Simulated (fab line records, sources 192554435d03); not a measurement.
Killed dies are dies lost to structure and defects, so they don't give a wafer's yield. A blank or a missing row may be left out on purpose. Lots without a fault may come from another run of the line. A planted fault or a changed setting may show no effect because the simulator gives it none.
fab line records | flow n5_finfet
record lots=5 wafers=15 last_day=19
route steps=1938 shown FIN_SAQP@119 BEOL_M4@1111 PASSIVATION@1936
lots that met no fault: from a run of the same line without faults
start_h: hours from the record's first day to the start of the lot's first wafer shown | wait_h: hours since the lot's step before | " the same as in the row above | L1.1+2: a row that stands for several wafers | - no value, or no start given | * or withheld: withheld | < > ~ a bound
route shown NAME@n: a module of which the file shows steps, and the number in the route of the first | usual: mean/standard deviation of fault-free wafers | same: alike in all rows | chamber/n: place in a boat | sites: the reading at each site | _std_site: their standard deviation | _edge_site: outer sites' mean less inner sites' | radius_mm: how far each site lies from the wafer's centre | mask NAME#n: copy n | behind: the tool/chamber that last shaped the wafer | hold: why the lot was held/for how many hours/how that ended | device: the transistor (n, p or np) that didn't switch | end of line: the same wafers' tests at the end of the route | a step without rows: its recipe alone | killed: dies lost to structure and defects at the first sort, not the wafer's yield | map: a wafer's dies, x killed, . not, _ none there
set.NAME: the setting as run; set.NAME@STEP: as run at that earlier step | model.NAME: the simulator's own value behind a step, which no gauge read
lots at some steps of the route; a table a step, a row a wafer
services: from which hour (start_h, from the record's first day; less than 0 if before it) a tool's chamber was out of use, for how many hours, and why
## steps
# step N5_FIN_SAQP_STRIP_74
# recipe chemistry=CHF3/O2 resist=SiARC rf_frequency_hz=6e+07
# step N5_FIN_SAQP_MANDREL_ETCH_22
# recipe target_depth_a=600 chemistry=HBr/Cl2 target=a-Si stop_on=SiNx bt_time_s=10 over_etch_frac=0.5 time_s=30 pressure_mtorr=10 icp_w=800 bias_w=75 HBr_flow_sccm=150 Cl2_flow_sccm=80 ends=end_point
# step N5_FIN_SAQP_STRIP_55
# recipe chemistry=N2/H2 power_w=500 temp_c=40 pressure_mtorr=50 rf_frequency_hz=6e+07 overash_fraction=0.3 bias_power_w=28 h2_frac=0.5 n2_flow_sccm=300 h2_flow_sccm=300
# step N5_FIN_SAQP_STRIP_23
# recipe chemistry=SPM time_s=750 temp_c=130 h2so4_h2o2_vol_ratio=4
# step N5_FIN_SAQP_SRD_66
# recipe dry=ipa_marangoni time_s=30 temp_c=23 rinse_liquid=diw
# step N5_FIN_SAQP_RECESS_75
# recipe chemistry=HF/NH3 target=SiO2 target_depth_a=144 afs_cycles=3 temp_c=30 sublimation_temp_c=180 sublimation_time_s=60
# usual drypump_motor_current_A=5.6/0.33
# same afs_cycles=3
# columns lot.wafer tool chamber start_h wait_h drypump_motor_current_A
L278.1 vapor_etch-02 1 35.59 0.0 5.9
L278.4 " 0 " " 5.2
L278.6 " 1 " " 5.9
L280.2 vapor_etch-01 0 48.65 0.0 5.9
L280.4 " 0 " " 5.9
L280.5 " 1 " " 5.3
L293.2 vapor_etch-02 0 124.65 0.0 5.2
L293.3 " 1 " " 5.9
L293.5 " 1 " " 5.9
L295.2 vapor_etch-02 1 137.40 0.0 5.9
L295.4 " 0 " " 5.2
L295.6 " 1 " " 5.9
L298.1 vapor_etch-02 0 154.32 0.0 5.2
L298.2 " 1 " " 5.9
L298.6 " 1 " " 5.9
# step N5_FIN_SAQP_SPACER1_ALD_24
# recipe material=SiO2 target_thk_a=203 temp_c=300 ald_precursor_family=BDEAS ald_co_reactant=O2-plasma pulse_time_s=1 purge_time_s=2 co_reactant_purge_time_s=2 ald_cycles=218 pressure_torr=2
# step N5_FIN_SAQP_SPACER1_ETCHBACK_25
# recipe chemistry=CHF3/O2 mode=anisotropic_etchback target=SiO2 target_depth_a=244 time_s=12.2 pressure_mtorr=30 source_w=650 bias_w=170 Ar_flow_sccm=200 CHF3_flow_sccm=50 O2_flow_sccm=5 ion_energy_ev=200
# usual drypump_motor_current_A=5.6/0.54 mfc_ar_sccm=200.0/0.62 oes_product_au=0.81/0.098 rf_vpp_V=524/8.1 showerhead_plenum_p_Torr=2.43/0.082 throttle_valve_pct=18.90/0.24
# columns lot.wafer tool chamber start_h wait_h drypump_motor_current_A mfc_ar_sccm oes_product_au rf_hours_counter_h rf_vpp_V showerhead_plenum_p_Torr throttle_valve_pct
L278.1 rie_diel-03 2 38.85 0.4 5.6 200.2 0.91 25 538 2.35 18.90
L278.4 " 1 " " 6.2 200.7 0.87 51 535 2.46 18.58
L278.6 " 2 " " 5.6 199.8 0.92 - 537 2.36 18.90
L280.2 rie_diel-03 3 50.30 0.4 5.7 199.9 0.87 51 519 2.35 18.68
L280.4 " 2 " " 5.6 199.3 0.90 29 538 2.35 18.91
L280.5 " 1 " " 6.3 200.5 0.86 - 534 2.46 18.58
L293.2 rie_diel-03 2 125.83 0.4 5.6 200.1 0.86 51 537 2.35 18.95
L293.3 " 0 " " 5.2 200.1 0.80 86 527 2.53 18.92
L293.5 " 2 " " 5.6 200.6 0.86 - 538 2.35 18.95
L295.2 rie_diel-06 3 138.67 0.5 5.0 199.9 0.98 11 535 2.58 19.09
L295.4 " 1 " " 5.9 199.0 0.94 22 530 2.57 18.77
L295.6 " 3 " " 5.0 200.0 0.98 - 533 2.58 19.10
L298.1 rie_diel-06 2 155.42 0.4 5.4 201.3 0.71 233 525 2.47 19.08
L298.2 " 1 " " 5.9 199.8 0.92 26 530 2.56 18.76
L298.6 " 3 " " 4.9 201.2 0.97 - 534 2.58 19.10
# step N5_FIN_SAQP_MANDREL1_REMOVE_56
# recipe chemistry=HBr/Cl2/O2 bt_time_s=10 target=a-Si stop_on=SiNx endpoint=OES-SiCl over_etch_frac=1 icp_w=600 bias_w=22 HBr_flow_sccm=150 Cl2_flow_sccm=80 O2_flow_sccm=5 pressure_mtorr=10
# usual drypump_motor_current_A=5.9/0.36 oes_product_au=0.995/0.019 throttle_valve_pct=36.8/0.31
# columns lot.wafer tool chamber start_h wait_h drypump_motor_current_A oes_product_au rf_hours_counter_h throttle_valve_pct
L278.1 rie_si-01 2 38.93 0.1 5.2 0.978 6 37.0
L278.4 " 0 " " 6.4 1.023 178 36.2
L278.6 " 1 " " 6.5 0.989 - 37.4
L280.2 rie_si-01 1 50.39 0.1 6.5 0.999 68 37.4
L280.4 " 2 " " 5.1 0.984 - 37.0
L280.5 " 1 " " 6.5 1.000 - 37.4
L293.2 rie_si-02 3 125.92 0.1 5.9 0.996 6 37.0
L293.3 " 1 " " 6.0 0.977 183 36.8
L293.5 " 1 " " 6.1 0.975 - 36.9
L295.2 rie_si-02 0 138.75 0.1 5.8 1.009 89 36.4
L295.4 " 3 " " 6.0 1.001 6 37.0
L295.6 " 3 " " 6.0 0.992 - 37.0
L298.1 rie_si-01 2 155.51 0.1 5.1 0.980 9 37.0
L298.2 " 3 " " 6.3 1.027 2 36.2
L298.6 " 2 " " 5.2 0.984 - 37.0
# step N5_FIN_SAQP_CD_MEAS_27
# recipe target_cd_nm=20 landing_energy_ev=1000 detector=se_inlens polarity=line
# usual cd_nm=20.32/0.25
# columns lot.wafer tool chamber start_h wait_h cd_nm
L278.1 cd_sem-02 0 39.04 0.1 19.71
L278.4 " 0 " " 20.49
L278.6 " 0 " " 20.16
L280.2 cd_sem-03 0 50.50 0.1 20.26
L280.4 " 0 " " 20.48
L280.5 " 0 " " 19.99
L293.2 cd_sem-03 0 126.03 0.1 19.98
L293.3 " 0 " " 20.23
L293.5 " 0 " " 20.29
L295.2 cd_sem-02 0 138.87 0.1 20.14
L295.4 " 0 " " 20.56
L295.6 " 0 " " 20.56
L298.1 cd_sem-03 0 155.61 0.1 20.38
L298.2 " 0 " " 20.46
L298.6 " 0 " " 20.72
# step N5_FIN_SAQP_ETCH_57
# recipe chemistry=CH3F/O2 target=SiNx mask_material=SiO2 target_depth_a=325 time_s=46.4 pressure_mtorr=30 source_w=395 bias_w=73 Ar_flow_sccm=150 CH3F_flow_sccm=30 O2_flow_sccm=20 ion_energy_ev=120 ends=cleared
# step N5_FIN_SAQP_ETCH_65
# recipe chemistry=CF4 target=SiO2 target_depth_a=40 ion_energy_ev=350 time_s=4.4 pressure_mtorr=10 icp_w=800 bias_w=400 cf4_flow_sccm=80
# usual drypump_motor_current_A=5.9/0.38 oes_product_au=0.999/0.025 rf_fwd_power_W=790/3.4 throttle_valve_pct=21.79/0.27
# columns lot.wafer tool chamber start_h wait_h drypump_motor_current_A oes_product_au rf_fwd_power_W rf_hours_counter_h throttle_valve_pct
L278.1 rie_si-02 3 39.24 0.1 6.0 0.978 794 4 21.89
L278.4 " 0 " " 5.9 0.979 789 87 21.39
L278.6 " 2 " " 5.7 1.003 789 - 22.25
L280.2 rie_si-02 1 50.65 0.1 6.1 0.967 793 182 21.73
L280.4 " 2 " " 5.7 0.994 795 106 22.24
L280.5 " 3 " " 6.0 1.001 789 - 21.90
L293.2 rie_si-01 1 126.19 0.1 6.6 0.990 794 70 22.29
L293.3 " 2 " " 5.1 0.971 791 8 22.02
L293.5 " 0 " " 6.3 1.050 791 - 21.49
L295.2 rie_si-06 2 139.11 0.1 5.8 0.961 786 90 21.66
L295.4 " 0 " " 5.6 1.031 789 114 21.60
L295.6 " 3 " " 5.3 0.995 786 - 21.98
L298.1 rie_si-06 1 155.77 0.1 6.1 0.994 790 159 21.90
L298.2 " 0 " " 5.6 1.025 789 115 21.60
L298.6 " 2 " " 5.8 0.963 787 - 21.65
# step N5_FIN_SAQP_MANDREL_ETCH_58
# recipe chemistry=HBr/Cl2 target=a-Si target_depth_a=450 bt_time_s=10 stop_on=SiNx mask_material=SiO2 over_etch_frac=0.8 time_s=27 pressure_mtorr=10 icp_w=800 bias_w=75 HBr_flow_sccm=150 Cl2_flow_sccm=80 ends=end_point
# usual drypump_motor_current_A=5.9/0.38 oes_product_au=0.697/0.014 rf_fwd_power_W=794.1/2.7 throttle_valve_pct=35.56/0.28
# columns lot.wafer tool chamber start_h wait_h drypump_motor_current_A oes_product_au rf_fwd_power_W rf_hours_counter_h throttle_valve_pct
L278.1 rie_si-02 3 39.28 0.0 6.0 0.700 801.7 4 35.88
L278.4 " 0 " " 5.9 0.713 792.6 87 35.28
L278.6 " 2 " " 5.7 0.686 797.4 - 35.70
L280.2 rie_si-02 1 50.69 0.0 6.0 0.681 795.6 182 35.73
L280.4 " 2 " " 5.7 0.697 314.8 106 35.70
L280.5 " 3 " " 6.0 0.699 795.3 - 35.87
L293.2 rie_si-01 1 126.22 0.0 6.5 0.698 796.7 70 36.26
L293.3 " 2 " " 5.2 0.686 797.7 8 35.80
L293.5 " 0 " " 6.4 0.718 791.3 - 35.12
L295.2 rie_si-06 2 139.14 0.0 5.8 0.682 793.4 90 35.55
L295.4 " 0 " " 5.6 0.717 792.1 114 35.43
L295.6 " 3 " " 5.2 0.684 794.5 - 35.46
L298.1 rie_si-06 1 155.80 0.0 6.1 0.700 796.7 159 35.70
L298.2 " 0 " " 5.6 0.722 792.0 115 35.42
L298.6 " 2 " " 5.8 0.691 788.7 - 35.53
# step N5_FIN_SAQP_RECESS_63
# recipe chemistry=HF/NH3 target=SiO2 target_depth_a=180 afs_cycles=3 temp_c=30 sublimation_temp_c=180 sublimation_time_s=60
# usual drypump_motor_current_A=5.6/0.33
# same afs_cycles=3
# columns lot.wafer tool chamber start_h wait_h drypump_motor_current_A
L278.1 vapor_etch-01 0 39.36 0.1 5.9
L278.4 " 0 " " 5.9
L278.6 " 1 " " 5.3
L280.2 vapor_etch-02 1 50.77 0.1 5.9
L280.4 " 1 " " 5.9
L280.5 " 0 " " 5.2
L293.2 vapor_etch-02 0 126.50 0.2 5.2
L293.3 " 1 " " 5.9
L293.5 " 0 " " 5.2
L295.2 vapor_etch-02 1 139.45 0.3 5.9
L295.4 " 1 " " 5.9
L295.6 " 0 " " 5.2
L298.1 vapor_etch-02 1 155.88 0.1 5.9
L298.2 " 0 " " 5.2
L298.6 " 0 " " 5.2
# step N5_BEOL_M4_RC_MEAS_101
# usual DIBL_N=36.0/2.2 DIBL_P=36.2/2.4 IOFF_N=0.16/0.035 IOFF_P=0.21/0.037 ION_N=672/13 ION_P=461/7 SS_N=71.4/0.69 SS_P=73.2/0.75 VT_N=250/3.4 VT_P=-251/3
# columns lot.wafer tool chamber start_h wait_h DIBL_N[mV/V] DIBL_P[mV/V] IOFF_N[nA/um] IOFF_P[nA/um] ION_N[uA/um] ION_P[uA/um] SS_N[mV/dec] SS_P[mV/dec] VT_N[mV] VT_P[mV]
L278.1 prober-01 0 202.39 0.0 38.2 37.7 0.19 0.24 680 462 71.8 74.0 246 -247
L278.4 " 0 " " 36.0 35.7 0.15 0.21 675 462 71.6 73.1 248 -253
L278.6 " 0 " " 35.5 33.4 0.13 0.17 665 453 71.6 72.9 251 -254
L280.2 prober-02 0 232.46 0.2 36.4 36.3 0.16 0.22 665 458 70.9 73.9 251 -248
L280.4 " 0 " " 37.4 37.5 0.18 0.23 679 464 71.3 74.3 248 -247
L280.5 " 0 " " 36.0 37.4 0.17 0.25 679 468 71.3 73.8 246 -244
L293.2 prober-01 0 302.81 0.2 33.9 33.1 0.11 0.17 657 458 70.2 72.8 253 -254
L293.3 " 0 " " 36.3 35.1 0.14 0.19 669 457 71.1 73.5 251 -251
L293.5 " 0 " " 34.0 33.0 0.11 0.16 649 454 70.1 72.9 253 -253
L295.2 prober-02 0 322.19 0.2 38.1 39.9 0.19 0.26 669 465 72.0 73.9 248 -246
L295.4 " 0 " " 35.9 36.5 0.15 0.20 660 451 71.4 73.1 253 -252
L295.6 " 0 " " 34.2 34.5 0.13 0.16 658 449 70.9 72.6 253 -252
L298.1 prober-02 0 338.03 0.0 31.7 32.4 0.11 0.14 658 455 70.7 72.2 257 -258
L298.2 " 0 " " 32.4 33.1 0.11 0.15 669 459 70.8 72.2 255 -256
L298.6 " 0 " " 31.6 31.1 0.11 0.13 657 447 70.8 71.9 253 -255
# step N5_PASSIVATION_PROBE_49
# usual defect_limited_yield=91.2/1.4 killed_at_M0_to_M3=34/9.4 killed_at_M4_up=14/5.6 killed_at_contacts=13/7.8 killed_at_front_end=37/10 killed_at_other=4/3.3 killed_dies=103/17 killed_on_rim=14/3.5 killed_open=68/13 killed_short=33/8.2 sort_bin_5_function=5.1/0.92 sort_bin_6_memory=3.3/0.71 sort_n_pass=1077/17 sort_yield_pct=91.2/1.4
# same gross_dies=1180 killed_at_back_side=0 sort_bin_4_leakage[%]=0 sort_bin_8_speed[%]=0
# columns lot.wafer tool chamber start_h wait_h defect_limited_yield[%] killed_at_M0_to_M3 killed_at_M4_up killed_at_contacts killed_at_front_end killed_at_other killed_dies killed_on_rim killed_open killed_short sort_bin_5_function[%] sort_bin_6_memory[%] sort_n_pass sort_yield_pct[%]
L295.2 prober-02 - 434.85 0.1 90.1 41 22 19 32 3 117 12 88 28 7.2 2.6 1063 90.1
L295.4 prober-02 - 434.95 0.2 92.1 36 22 5 28 2 93 11 55 31 4.7 2.4 1087 92.1
L295.6 prober-02 - 435.05 0.3 93.1 25 10 14 30 3 82 14 53 20 4.2 1.7 1098 93.1
# killed by level:class
L295.2 MOL_CONTACT_COAG:geometric_particle:open=16 BEOL_M1:geometric_particle:open=12 BEOL_M4:geometric_particle:open=11 BEOL_M2:geometric_particle:open=10 FIN_SAQP:geometric_particle:open=9 BEOL_M3:geometric_particle:open=7 BEOL_M0_SAQP:geometric_particle:open=6 FIN_SAQP:geometric_particle:short=5
L295.4 BEOL_M3:geometric_particle:open=14 BEOL_M4:geometric_particle:open=11 FIN_SAQP:geometric_particle:short=10 BEOL_M1:geometric_particle:open=6 HKMG_FIN:area_etch=6 MOL_CONTACT_COAG:geometric_particle:open=5 BEOL_M0_SAQP:geometric_particle:open=5 BEOL_M1:geometric_particle:short=5
L295.6 MOL_CONTACT_COAG:geometric_particle:open=12 BEOL_M3:geometric_particle:open=9 HKMG_FIN:area_etch=9 BEOL_M1:geometric_particle:open=8 BEOL_M4:geometric_particle:open=8 FIN_SAQP:geometric_particle:short=4 BEOL_M1:geometric_particle:short=4 STARTING-WAFER:geometric_particle:short=4
## services
# columns tool chamber start_h hours kind
rie_si-01 2 19.84 3.1 repair
rie_diel-06 3 19.86 10.1 repair
rie_si-06 2 21.16 1.9 repair
rie_diel-06 3 40.78 3.3 repair
rie_si-01 3 47.61 - clean
rie_si-01 3 47.61 15.8 scheduled_down
rie_si-01 3 47.61 15.8 vent_cycle
rie_diel-06 1 49.39 - clean
rie_diel-06 1 49.39 - consumable_replace:focus_ring
rie_diel-06 1 49.39 - consumable_replace:showerhead
rie_diel-06 1 49.39 21.1 scheduled_down
rie_diel-06 1 49.39 21.1 vent_cycle
rie_diel-06 3 70.48 - clean
rie_diel-06 3 70.48 - consumable_replace:focus_ring
rie_diel-06 3 70.48 - consumable_replace:showerhead
rie_diel-06 3 70.48 28.0 scheduled_down
rie_diel-06 3 70.48 28.0 vent_cycle
rie_diel-03 0 72.76 9.1 repair
rie_diel-06 - 74.08 0.7 repair
rie_si-06 3 101.43 2.5 repair
rie_diel-06 0 112.78 - clean
rie_si-01 2 120.73 1.2 repair
rie_si-06 2 122.13 6.5 repair
vapor_etch-01 - 128.24 15.6 pm
## key
first_sign step=N5_FIN_SAQP_MANDREL_ETCH_58 reading=rf_fwd_power_W direction=down sigmas=99+ usual=* struck=*
effect none on later readings
met_at N5_FIN_SAQP_MANDREL_ETCH_58
struck_wafers L280.4
onset_between 39.28 50.69
fault kind=process_parameter_drift tool=rie_si-02 chamber=2 onset_h=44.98 steps=N5_FIN_SAQP_MANDREL_ETCH_58 channel=icp_w offset=-480 shape=step end_h=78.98 acts_in=these_recipes_only stated=800
